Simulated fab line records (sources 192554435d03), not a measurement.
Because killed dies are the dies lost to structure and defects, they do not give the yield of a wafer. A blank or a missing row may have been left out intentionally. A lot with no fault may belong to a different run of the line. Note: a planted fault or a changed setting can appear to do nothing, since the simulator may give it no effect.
Lot-split experiment -- flow n5 finfet -- route with 1938 steps; 7 lots, 21 wafers read

== SPLIT DETAILS ==
At N5_BEOL_M10_COAT_64 (time 60 s, resist thk 30 nm), the setting spin rpm was moved away from the recipe's 1500 rpm on 8 of the 21 wafers read, by -6.1% to +9.1%. For the rest of the wafers, this setting stayed at what the recipe calls for.

== FROM THE SPLIT TO THE READING: what the file shows between them, 4 steps ==
- N5_BEOL_M10_COAT_22: resist thk 90 nm
- N5_BEOL_M10_EBR_24
- N5_BEOL_M10_DESCUM_33: chemistry O2, time 7.9 s
- N5_BEOL_M10_ETCH_65: etches SiARC in CF4, target depth 39 nm, time 65 s

== THE READING ==
SiARC_of_BEOL_M10_COAT_64.thk nm (the simulator's own value, which no gauge read), in nm, at N5_BEOL_M10_ETCH_66 (etches SOC in N2/H2, target depth 120 nm, overetch 24 nm, time 180 s). The file does not state a usual value for it. Across the 13 wafers here that went through the recipe, the average is 22.7 nm and the standard deviation 0.21 nm.

wafer,"tool, chamber at the split","spin rpm as run, rpm",against the recipe,"SiARC_of_BEOL_M10_COAT_64.thk nm, nm",against lot-mates on the recipe
L075.1,"litho track-05, 0",1500,recipe,22.4,-
L075.5,"litho track-05, 0",1500,recipe,22.4,-
L075.6,"litho track-05, 0",1457,-2.9%,23.2,+0.8
L076.1,"litho track-03, 0",1500,recipe,22.8,-
L076.6,"litho track-03, 0",1500,recipe,22.8,-
L076.3,"litho track-03, 0",1636,+9.1%,21.6,-1.2
L078.4,"litho track-05, 0",1564,+4.3%,22,-0.6
L078.5,"litho track-05, 0",1564,+4.3%,22,-0.6
L078.6,"litho track-05, 0",1500,recipe,22.6,-
L081.2,"litho track-05, 0",1500,recipe,22.6,-
L081.5,"litho track-05, 0",1500,recipe,22.6,-
L081.4,"litho track-05, 0",1500,recipe,22.4,-
L085.1,"litho track-02, 0",1500,recipe,22.6,-
L085.5,"litho track-02, 0",1500,recipe,22.6,-
L085.3,"litho track-02, 0",1500,recipe,22.8,-
L090.1,"litho track-02, 0",1566,+4.4%,22.6,-0.2
L090.4,"litho track-02, 0",1566,+4.4%,22.6,-0.2
L090.5,"litho track-02, 0",1500,recipe,22.8,-
L095.1,"litho track-05, 0",1409,-6.1%,23.8,+0.6
L095.3,"litho track-05, 0",1409,-6.1%,23.8,+0.6
L095.2,"litho track-05, 0",1500,recipe,23.2,-

THE FIT
A straight line over all 21 wafers: SiARC_of_BEOL_M10_COAT_64.thk nm changes by -0.135 nm for each +1% of spin rpm; r = -0.88; the points scatter about the line by 0.26 nm.
The same after taking each lot's own level away (the mean of its wafers on the recipe; 21 wafers): -0.115 nm for each +1%; r = -0.93; scatter 0.16 nm.
That fit puts the effect of the largest move of spin rpm on the reading at 1 nm.
The lots' own levels span 22.40 to 23.20 nm, that is 3.8 times the standard deviation above.
Thus the slope moves with the lot-to-lot level: the two fits are different.
Check: -0.923 nm against its lot-mates is what the line predicts for one of the wafers moved furthest among these (+9.1%) when that wafer is left out of the fit. It came out at -1.2 nm against them.

== FURTHER SPLITS ON THESE WAFERS ==
Note: prior to the reading, these wafers also went through further splits. Each is held against what the fit with the lots' levels taken away leaves over:
other split on the same wafers,wafers away from the commonest value,r with SiARC_of_BEOL_M10_COAT_64.thk nm (lot level and that fit taken away)
N5_BEOL_M9_ILD_DEP_00 time s,5,+0.14
N5_BEOL_M9_COAT_60 spin rpm,5,-0.12
N5_BEOL_M9_ETCH_65 bias w,8,-0.08
N5_BEOL_M9_TRENCH_ETCH_37 bias w,6,+0.25
N5_BEOL_M10_ETCH_62 time s,3,-0.03

== THE WHOLE CHAIN: every reading that the file lists as answering this split, in the file's order ==
step,what it does,reading,change (the file's fit),r (the file's)
N5_BEOL_M10_COAT_64,"time 60 s, resist thk 30 nm","SiARC_of_BEOL_M10_COAT_64.thk nm (the simulator's own value, which no gauge read)",-0.149 nm for each +1% of the setting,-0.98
N5_BEOL_M10_ETCH_65,"etches SiARC in CF4, target depth 39 nm, time 65 s","etch.depth nm (the simulator's own value, which no gauge read)",-0.15 nm for each +1% of the setting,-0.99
N5_BEOL_M10_ETCH_65,"etches SiARC in CF4, target depth 39 nm, time 65 s","CAR-ArF_of_BEOL_M10_COAT_22.thk nm (the simulator's own value, which no gauge read)",+0.147 nm for each +1% of the setting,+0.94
N5_BEOL_M10_ETCH_66,"etches SOC in N2/H2, target depth 120 nm, overetch 24 nm, time 180 s","SiARC_of_BEOL_M10_COAT_64.thk nm (the simulator's own value, which no gauge read)",-0.123 nm for each +1% of the setting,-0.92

== THE FILE'S OWN FIT ==
SiARC_of_BEOL_M10_COAT_64.thk nm changes by -0.123 nm for each +1% of spin rpm, r = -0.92.
